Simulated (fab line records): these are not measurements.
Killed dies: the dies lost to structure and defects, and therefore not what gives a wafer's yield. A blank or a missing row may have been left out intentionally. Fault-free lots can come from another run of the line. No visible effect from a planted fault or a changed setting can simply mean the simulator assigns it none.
Which of the tools did it? | flow n5Finfet | 24 lots with 72 wafers sampled at 5 steps, on a route of 1938 steps

== WHAT THE GAUGES READ, wafer by wafer ==
N5_BEOL_M6_CD_MEAS_35: target cd 40 nm, target cd y 28 nm.
lot  | measured     | on       | cdNm (nm)
L074 | day 8 19:52  | cdSem-03 | 40.0 40.1 39.6
L075 | day 9 01:56  | cdSem-03 | 40.4 39.8 40.5
L076 | day 9 08:46  | cdSem-01 | 39.2 40.4 39.3
L079 | day 9 20:27  | cdSem-03 | 39.5 40.0 39.7
L077 | day 10 03:13 | cdSem-01 | 40.9 40.4 40.7
L078 | day 10 03:17 | cdSem-03 | 40.1 39.8 40.0
L080 | day 10 10:04 | cdSem-03 | 40.8 40.2 39.8
L081 | day 10 21:47 | cdSem-01 | 40.5 40.1 39.5
L082 | day 11 03:07 | cdSem-02 | 39.3 39.5 39.9
L083 | day 11 12:02 | cdSem-02 | 40.6 40.4 40.6
L084 | day 11 21:17 | cdSem-01 | 39.3 39.2 39.9
L086 | day 12 00:34 | cdSem-01 | 39.8 38.7 39.7
L085 | day 12 04:49 | cdSem-02 | 39.2 39.7 39.2
L087 | day 12 05:12 | cdSem-02 | 40.5 39.1 39.6
L088 | day 12 06:57 | cdSem-01 | 39.8 39.8 39.8
L090 | day 12 22:04 | cdSem-03 | 40.5 40.5 40.4
L089 | day 13 04:29 | cdSem-03 | 40.5 39.3 40.1
L091 | day 13 08:26 | cdSem-02 | 39.4 39.4 40.5
L092 | day 13 10:45 | cdSem-03 | 40.6 40.3 40.6
L093 | day 13 17:47 | cdSem-03 | 40.1 40.0 40.0
L094 | day 13 18:26 | cdSem-03 | 40.6 40.2 39.9
L095 | day 14 12:05 | cdSem-02 | 41.1 40.3 40.6
L096 | day 14 12:29 | cdSem-02 | 39.5 40.3 40.2
L097 | day 14 21:05 | cdSem-03 | 40.3 40.7 40.5

N5_BEOL_M6_RS_MEAS_57: uses a four-point probe to measure.
lot  | measured     | on           | M6_RS (ohm/sq)
L074 | day 8 22:23  | filmMetro-01 | 0.292 0.293 0.280
L075 | day 9 04:34  | filmMetro-01 | 0.292 0.293 0.288
L076 | day 9 11:51  | filmMetro-01 | 0.296 0.304 0.289
L079 | day 10 02:37 | filmMetro-01 | 0.280 0.278 0.283
L077 | day 10 05:07 | filmMetro-02 | 0.284 0.279 0.294
L078 | day 10 05:11 | filmMetro-01 | 0.302 0.294 0.294
L080 | day 10 12:19 | filmMetro-01 | 0.282 0.303 0.284
L081 | day 11 00:19 | filmMetro-02 | 0.309 0.284 0.307
L082 | day 11 05:18 | filmMetro-02 | 0.281 0.283 0.278
L083 | day 11 15:04 | filmMetro-02 | 0.284 0.300 0.287
L084 | day 11 23:34 | filmMetro-01 | 0.293 0.274 0.277
L086 | day 12 03:57 | filmMetro-01 | 0.283 0.283 0.290
L085 | day 12 08:04 | filmMetro-01 | 0.288 0.285 0.294
L087 | day 12 08:37 | filmMetro-01 | 0.290 0.278 0.287
L088 | day 12 09:25 | filmMetro-01 | 0.284 0.291 0.284
L090 | day 13 00:55 | filmMetro-02 | 0.278 0.285 0.275
L089 | day 13 06:46 | filmMetro-02 | 0.281 0.286 0.297
L091 | day 13 11:13 | filmMetro-02 | 0.301 0.293 0.308
L092 | day 13 13:48 | filmMetro-01 | 0.283 0.284 0.292
L093 | day 13 19:44 | filmMetro-02 | 0.279 0.287 0.289
L094 | day 13 21:11 | filmMetro-02 | 0.299 0.289 0.286
L095 | day 14 14:41 | filmMetro-01 | 0.299 0.285 0.289
L096 | day 14 15:16 | filmMetro-02 | 0.285 0.276 0.278
L097 | day 15 00:53 | filmMetro-01 | 0.295 0.295 0.288

== WHAT TOOL EACH LOT RAN ON (gives the tool, then ch and the chambers of the sampled wafers, and finally the start) ==
lot  | N5_BEOL_M6_ETCH_65                | N5_BEOL_M6_TRENCH_ETCH_37                    | N5_BEOL_M6_ANNEAL_51
L074 | rieDiel-05 ch 2,3, day 8 19:20    | rieDiel-05 ch 2,3, day 8 19:52 or earlier    | rtpAnneal-02 ch 0, day 8 21:40
L075 | rieDiel-02 ch 0,3, day 9 01:25    | rieDiel-02 ch 0,3, day 9 01:56 or earlier    | rtpAnneal-02 ch 0, day 9 03:48
L076 | rieDiel-02 ch 0,2,3, day 9 08:14  | rieDiel-02 ch 0,2,3, day 9 08:46 or earlier  | rtpAnneal-01 ch 0, day 9 11:03
L079 | rieDiel-06 ch 1,3, day 9 19:55    | rieDiel-06 ch 1,3, day 9 20:27 or earlier    | rtpAnneal-02 ch 0, day 10 01:53
L077 | rieDiel-05 ch 0,1,3, day 10 02:41 | rieDiel-05 ch 0,1,3, day 10 03:13 or earlier | rtpAnneal-02 ch 0, day 10 04:22
L078 | rieDiel-02 ch 0,1,3, day 10 02:45 | rieDiel-02 ch 0,1,3, day 10 03:17 or earlier | rtpAnneal-01 ch 0, day 10 04:27
L080 | rieDiel-05 ch 2,3, day 10 09:32   | rieDiel-05 ch 2,3, day 10 10:04 or earlier   | rtpAnneal-01 ch 0, day 10 11:35
L081 | rieDiel-02 ch 1,2,3, day 10 21:16 | rieDiel-02 ch 1,2,3, day 10 21:47 or earlier | rtpAnneal-02 ch 0, day 10 23:34
L082 | rieDiel-05 ch 1,2, day 11 02:35   | rieDiel-05 ch 1,2, day 11 03:07 or earlier   | rtpAnneal-02 ch 0, day 11 04:34
L083 | rieDiel-06 ch 1,2,3, day 11 11:31 | rieDiel-06 ch 1,2,3, day 11 12:02 or earlier | rtpAnneal-02 ch 0, day 11 14:26
L084 | rieDiel-02 ch 0,1,3, day 11 20:45 | rieDiel-02 ch 0,1,3, day 11 21:17 or earlier | rtpAnneal-02 ch 0, day 11 22:53
L086 | rieDiel-02 ch 0,1,3, day 12 00:02 | rieDiel-02 ch 0,1,3, day 12 00:34 or earlier | rtpAnneal-01 ch 0, day 12 03:14
L085 | rieDiel-06 ch 1,2, day 12 04:16   | rieDiel-06 ch 1,2, day 12 04:49 or earlier   | rtpAnneal-01 ch 0, day 12 07:23
L087 | rieDiel-06 ch 1,2, day 12 04:40   | rieDiel-06 ch 1,2, day 12 05:12 or earlier   | rtpAnneal-01 ch 0, day 12 07:52
L088 | rieDiel-02 ch 0,1,3, day 12 06:26 | rieDiel-02 ch 0,1,3, day 12 06:57 or earlier | rtpAnneal-01 ch 0, day 12 08:41
L090 | rieDiel-05 ch 0,1, day 12 21:31   | rieDiel-05 ch 0,1, day 12 22:04 or earlier   | rtpAnneal-02 ch 0, day 13 00:16
L089 | rieDiel-06 ch 0,1,2, day 13 03:56 | rieDiel-06 ch 0,1,2, day 13 04:29 or earlier | rtpAnneal-01 ch 0, day 13 06:05
L091 | rieDiel-05 ch 2,3, day 13 07:54   | rieDiel-05 ch 2,3, day 13 08:26 or earlier   | rtpAnneal-01 ch 0, day 13 10:32
L092 | rieDiel-06 ch 0,3, day 13 10:13   | rieDiel-06 ch 0,3, day 13 10:45 or earlier   | rtpAnneal-02 ch 0, day 13 13:07
L093 | rieDiel-06 ch 0,2,3, day 13 17:10 | rieDiel-06 ch 0,2,3, day 13 17:47 or earlier | rtpAnneal-01 ch 0, day 13 19:01
L094 | rieDiel-06 ch 1,2,3, day 13 17:53 | rieDiel-06 ch 1,2,3, day 13 18:26 or earlier | rtpAnneal-02 ch 0, day 13 20:28
L095 | rieDiel-05 ch 0,1,3, day 14 11:34 | rieDiel-05 ch 0,1,3, day 14 12:05 or earlier | rtpAnneal-01 ch 0, day 14 13:55
L096 | rieDiel-05 ch 0,2, day 14 11:58   | rieDiel-05 ch 0,2, day 14 12:29 or earlier   | rtpAnneal-02 ch 0, day 14 14:25
L097 | rieDiel-02 ch 0,2,3, day 14 20:33 | rieDiel-02 ch 0,2,3, day 14 21:05 or earlier | rtpAnneal-02 ch 0, day 15 00:13
- N5_BEOL_M6_ETCH_65: etches SiARC in CF4, target depth 15.6 nm, time 26 s.
- N5_BEOL_M6_TRENCH_ETCH_37: etches SiCOH lowk in C4F6/O2, target depth 94.435 nm, time 31.5 s.
- N5_BEOL_M6_ANNEAL_51: time 90 s.

== WHAT THE TOOLS THEMSELVES READ (means of the sampled wafers that have a number; where no wafer has one, the mark that the record gives instead) ==
N5_BEOL_M6_ETCH_65.
lot  | tool       | biasW (W) | drypumpMotorCurrentA (A) | etchRfOnTimeS (s) | oesProductAu (a.u.) | rfVppV (V) | showerheadPlenumPTorr (Torr) | throttleValvePct (%)
L074 | rieDiel-05 | 35.91     | 5.3                      | 26.0              | 0.71                | 184.4      | 2.26                         | 15.51
L075 | rieDiel-02 | 35.98     | 6.2                      | 26.1              | 0.61                | 184.0      | 2.12                         | 15.54
L076 | rieDiel-02 | 36.04     | 6.0                      | 26.2              | 0.61                | 184.6      | 2.15                         | 15.59
L079 | rieDiel-06 | 36.13     | 5.8                      | 25.4              | 0.77                | 185.5      | 2.27                         | 15.52
L077 | rieDiel-05 | 36.01     | 5.3                      | 26.1              | 0.68                | 184.5      | 2.15                         | 15.60
L078 | rieDiel-02 | 36.02     | 6.3                      | 26.1              | 0.63                | 184.2      | 2.16                         | 15.53
L080 | rieDiel-05 | 35.91     | 5.3                      | 26.2              | 0.69                | 185.9      | 2.25                         | 15.54
L081 | rieDiel-02 | 36.02     | 6.1                      | 26.3              | 0.71                | 184.2      | 2.18                         | 15.41
L082 | rieDiel-05 | 36.06     | 5.4                      | 26.6              | 0.71                | 184.8      | 2.23                         | 15.59
L083 | rieDiel-06 | 36.01     | 5.6                      | 25.6              | 0.70                | 184.7      | 2.19                         | 15.73
L084 | rieDiel-02 | 36.03     | 6.2                      | 26.0              | 0.69                | 183.7      | 2.15                         | 15.39
L086 | rieDiel-02 | 36.02     | 6.2                      | 26.1              | 0.70                | 184.6      | 2.15                         | 15.39
L085 | rieDiel-06 | 36.07     | 5.6                      | 25.5              | 0.72                | 184.1      | 2.19                         | 15.84
L087 | rieDiel-06 | 35.92     | 5.4                      | 25.6              | 0.66                | 184.0      | 2.11                         | 15.92
L088 | rieDiel-02 | 35.93     | 6.2                      | 26.1              | 0.69                | 183.2      | 2.15                         | 15.39
L090 | rieDiel-05 | 36.02     | 5.7                      | 25.9              | 0.72                | 184.3      | 2.11                         | 15.47
L089 | rieDiel-06 | 36.05     | 5.6                      | 26.0              | 0.71                | 183.6      | 2.13                         | 15.78
L091 | rieDiel-05 | 36.01     | 5.0                      | 26.3              | 0.62                | 184.4      | 2.22                         | 15.70
L092 | rieDiel-06 | 36.04     | 5.8                      | 25.8              | 0.76                | 184.3      | 2.15                         | 15.51
L093 | rieDiel-06 | 36.03     | 5.6                      | 25.9              | 0.69                | 183.3      | 2.13                         | 15.70
L094 | rieDiel-06 | 36.02     | 5.6                      | 25.7              | 0.68                | 184.6      | 2.18                         | 15.78
L095 | rieDiel-05 | 36.02     | 5.3                      | 26.2              | 0.64                | 183.9      | 2.14                         | 15.68
L096 | rieDiel-05 | 35.94     | 5.8                      | 26.1              | 0.71                | 184.1      | 2.14                         | 15.36
L097 | rieDiel-02 | 36.02     | 6.0                      | 26.2              | 0.65                | 183.3      | 2.13                         | 15.51

N5_BEOL_M6_TRENCH_ETCH_37.
lot  | tool       | C4F6_flow_sccm (sccm) | biasW (W) | drypumpMotorCurrentA (A) | oesProductAu (a.u.) | rfVppV (V) | showerheadPlenumPTorr (Torr) | throttleValvePct (%)
L074 | rieDiel-05 | 9.979                 | 185.7     | 5.3                      | 0.83                | 670        | 2.99                         | 20.81
L075 | rieDiel-02 | 9.983                 | 185.1     | 6.2                      | 0.71                | 671        | 2.82                         | 20.78
L076 | rieDiel-02 | 10.037                | 185.0     | 6.0                      | 0.71                | 673        | 2.85                         | 20.82
L079 | rieDiel-06 | 9.981                 | 184.5     | 5.8                      | 0.90                | 676        | 3.01                         | 20.91
L077 | rieDiel-05 | 10.004                | 185.3     | 5.3                      | 0.79                | 672        | 2.86                         | 20.88
L078 | rieDiel-02 | 10.006                | 184.5     | 6.3                      | 0.73                | 670        | 2.87                         | 20.76
L080 | rieDiel-05 | 10.033                | 184.2     | 5.3                      | 0.82                | 671        | 2.99                         | 20.82
L081 | rieDiel-02 | 10.019                | 184.8     | 6.1                      | 0.83                | 674        | 2.89                         | 20.67
L082 | rieDiel-05 | 10.028                | 184.7     | 5.4                      | 0.84                | 676        | 2.96                         | 20.91
L083 | rieDiel-06 | 10.012                | 185.1     | 5.6                      | 0.82                | 673        | 2.91                         | 21.08
L084 | rieDiel-02 | 9.998                 | 185.3     | 6.2                      | 0.82                | 670        | 2.86                         | 20.65
L086 | rieDiel-02 | 9.988                 | 185.2     | 6.2                      | 0.82                | 671        | 2.86                         | 20.65
L085 | rieDiel-06 | 10.026                | 184.0     | 5.6                      | 0.83                | 672        | 2.91                         | 21.20
L087 | rieDiel-06 | 10.007                | 185.1     | 5.4                      | 0.76                | 668        | 2.80                         | 21.24
L088 | rieDiel-02 | 9.973                 | 184.8     | 6.3                      | 0.81                | 669        | 2.86                         | 20.65
L090 | rieDiel-05 | 10.008                | 184.9     | 5.7                      | 0.83                | 669        | 2.80                         | 20.78
L089 | rieDiel-06 | 10.016                | 184.9     | 5.6                      | 0.83                | 665        | 2.83                         | 21.13
L091 | rieDiel-05 | 9.995                 | 185.0     | 5.0                      | 0.72                | 671        | 2.95                         | 20.93
L092 | rieDiel-06 | 9.996                 | 185.5     | 5.8                      | 0.88                | 662        | 2.86                         | 20.89
L093 | rieDiel-06 | 9.989                 | 185.5     | 5.5                      | 0.80                | 665        | 2.82                         | 21.02
L094 | rieDiel-06 | 10.017                | 184.8     | 5.6                      | 0.80                | 671        | 2.90                         | 21.12
L095 | rieDiel-05 | 10.030                | 185.1     | 5.3                      | 0.76                | 671        | 2.84                         | 20.95
L096 | rieDiel-05 | 9.999                 | 184.8     | 5.8                      | 0.83                | 665        | 2.84                         | 20.66
L097 | rieDiel-02 | 10.004                | 184.8     | 6.0                      | 0.76                | 673        | 2.83                         | 20.76

N5_BEOL_M6_ANNEAL_51.
lot  | tool         | wafer_temp_C_max
L074 | rtpAnneal-02 | 226.17
L075 | rtpAnneal-02 | 226.11
L076 | rtpAnneal-01 | 226.07
L079 | rtpAnneal-02 | 226.14
L077 | rtpAnneal-02 | 226.19
L078 | rtpAnneal-01 | 226.11
L080 | rtpAnneal-01 | 226.36
L081 | rtpAnneal-02 | 226.25
L082 | rtpAnneal-02 | 226.43
L083 | rtpAnneal-02 | 226.25
L084 | rtpAnneal-02 | 226.16
L086 | rtpAnneal-01 | 225.94
L085 | rtpAnneal-01 | 226.40
L087 | rtpAnneal-01 | 226.19
L088 | rtpAnneal-01 | 226.46
L090 | rtpAnneal-02 | 226.43
L089 | rtpAnneal-01 | 226.32
L091 | rtpAnneal-01 | 226.13
L092 | rtpAnneal-02 | 226.27
L093 | rtpAnneal-01 | 226.34
L094 | rtpAnneal-02 | 226.36
L095 | rtpAnneal-01 | 226.37
L096 | rtpAnneal-02 | 226.22
L097 | rtpAnneal-02 | 226.21

== THE ANSWER, worked out from the rows above alone ==
Rule: the lots themselves supply what counts as usual. Put in order of their means at a reading, lots are off if they are a third of the lots or fewer, leave a main group of 4 or more, and stand apart from it by a gap of 3 or more times the standard deviation of the main group's means; of several such gaps the widest counts. Not used: any main group whose means are identical at the precision the tables above print for the reading. Also off: a lot with no number at a reading for which 4 or more lots have one. The other lots that the step has rows for count as sound. After the gauges, taken in route order, come the tools' own readings; for these a lot's mean is taken, as printed above. The first step at which some lot is off is used, and at that step the reading that is off furthest; a lot without a number counts as furthest.
None of the lots is off at any reading shown; this tells nothing.

== WHAT THE SIMULATOR PUT IN ==
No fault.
